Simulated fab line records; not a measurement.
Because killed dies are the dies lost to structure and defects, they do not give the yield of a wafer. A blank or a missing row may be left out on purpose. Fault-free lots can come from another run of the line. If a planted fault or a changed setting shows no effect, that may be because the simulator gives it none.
Chamber matching :: flow n5-finfet :: N5_BEOL_M3_ETCH_63 on rie-diel-02: 4 sister chambers
The step etches SiARC in CF4, target depth 15.6 nm, time 26 s. 14 wafers are shown with their chamber, then 7 later ones without.

== WAFERS PAIRED WITH THEIR CHAMBERS ==
wafer: L720.1
chamber: 1
oes-product-au (a.u.): 0.62
showerhead-plenum-p-Torr (Torr): 2.22
drypump-motor-current-A (A): 5.8

wafer: L720.2
chamber: 2
oes-product-au (a.u.): 0.59
showerhead-plenum-p-Torr (Torr): 2.12
drypump-motor-current-A (A): 5.6

wafer: L720.6
chamber: 3
oes-product-au (a.u.): 0.76
showerhead-plenum-p-Torr (Torr): 2.27
drypump-motor-current-A (A): 5.4

wafer: L718.1
chamber: 0
oes-product-au (a.u.): 0.62
showerhead-plenum-p-Torr (Torr): 2.14
drypump-motor-current-A (A): 6.0

wafer: L718.2
chamber: 2
oes-product-au (a.u.): 0.59
showerhead-plenum-p-Torr (Torr): 2.12
drypump-motor-current-A (A): 5.7

wafer: L718.6
chamber: 3
oes-product-au (a.u.): 0.76
showerhead-plenum-p-Torr (Torr): 2.27
drypump-motor-current-A (A): 5.4

wafer: L719.2
chamber: 2
oes-product-au (a.u.): 0.59
showerhead-plenum-p-Torr (Torr): 2.12
drypump-motor-current-A (A): 5.7

wafer: L719.3
chamber: 3
oes-product-au (a.u.): 0.76
showerhead-plenum-p-Torr (Torr): 2.26
drypump-motor-current-A (A): 5.3

wafer: L719.4
chamber: 1
oes-product-au (a.u.): 0.61
showerhead-plenum-p-Torr (Torr): 2.22
drypump-motor-current-A (A): 5.9

wafer: L723.2
chamber: 1
oes-product-au (a.u.): 0.61
showerhead-plenum-p-Torr (Torr): 2.22
drypump-motor-current-A (A): 5.8

wafer: L723.3
chamber: 2
oes-product-au (a.u.): 0.59
showerhead-plenum-p-Torr (Torr): 2.12
drypump-motor-current-A (A): 5.7

wafer: L723.5
chamber: 0
oes-product-au (a.u.): 0.62
showerhead-plenum-p-Torr (Torr): 2.14
drypump-motor-current-A (A): 6.0

wafer: L726.1
chamber: 0
oes-product-au (a.u.): 0.62
showerhead-plenum-p-Torr (Torr): 2.13
drypump-motor-current-A (A): 6.0

wafer: L726.3
chamber: 1
oes-product-au (a.u.): 0.61
showerhead-plenum-p-Torr (Torr): 2.22
drypump-motor-current-A (A): 5.9

SIGNATURES, as means of the wafers listed above
reading: oes-product-au
chamber 0: 0.6200
chamber 1: 0.6125
chamber 2: 0.5900
chamber 3: 0.7600
scatter within a chamber: 0.00274

reading: showerhead-plenum-p-Torr
chamber 0: 2.1367
chamber 1: 2.2200
chamber 2: 2.1200
chamber 3: 2.2667
scatter within a chamber: 0.00365

reading: drypump-motor-current-A
chamber 0: 6.000
chamber 1: 5.850
chamber 2: 5.675
chamber 3: 5.367
scatter within a chamber: 0.0492
Rule: for a wafer and a chamber, the distance is found by dividing, reading by reading, the gap between the wafer's reading and the chamber's mean by the reading's scatter, squaring, summing and taking the root. If the next closest chamber is less than 2 further off than the closest, the wafer can't be placed; otherwise it belongs to the closest. The scatter: the root of (the sum of the squares of (reading less its chamber's mean) over the shown wafers, divided by (wafers less chambers)).

== WAFERS MISSING THEIR CHAMBER ==
wafer: L726.6
oes-product-au (a.u.): 0.61
showerhead-plenum-p-Torr (Torr): 2.22
drypump-motor-current-A (A): 5.9

wafer: L728.4
oes-product-au (a.u.): 0.61
showerhead-plenum-p-Torr (Torr): 2.21
drypump-motor-current-A (A): 5.9

wafer: L728.5
oes-product-au (a.u.): 0.61
showerhead-plenum-p-Torr (Torr): 2.13
drypump-motor-current-A (A): 6.1

wafer: L728.6
oes-product-au (a.u.): 0.73
showerhead-plenum-p-Torr (Torr): 2.26
drypump-motor-current-A (A): 5.4

wafer: L739.1
oes-product-au (a.u.): 0.80
showerhead-plenum-p-Torr (Torr): 2.11
drypump-motor-current-A (A): 5.7

wafer: L739.2
oes-product-au (a.u.): 0.60
showerhead-plenum-p-Torr (Torr): 2.12
drypump-motor-current-A (A): 6.0

wafer: L739.5
oes-product-au (a.u.): 0.59
showerhead-plenum-p-Torr (Torr): 2.21
drypump-motor-current-A (A): 5.9

== EACH ONE'S CHAMBER ==
wafer: L726.6
from the rows above: 1
in truth: 1

wafer: L728.4
from the rows above: 1
in truth: 1

wafer: L728.5
from the rows above: 0
in truth: 0

wafer: L728.6
from the rows above: 3
in truth: 3

wafer: L739.1
from the rows above: 3
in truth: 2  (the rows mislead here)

wafer: L739.2
from the rows above: can't be placed: 2 or 0
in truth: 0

wafer: L739.5
from the rows above: 1
in truth: 1
Correctly placed: 5 of 7. Not placeable from these rows: 1 (in 1, the candidates include the true chamber). 1 placed wrongly.
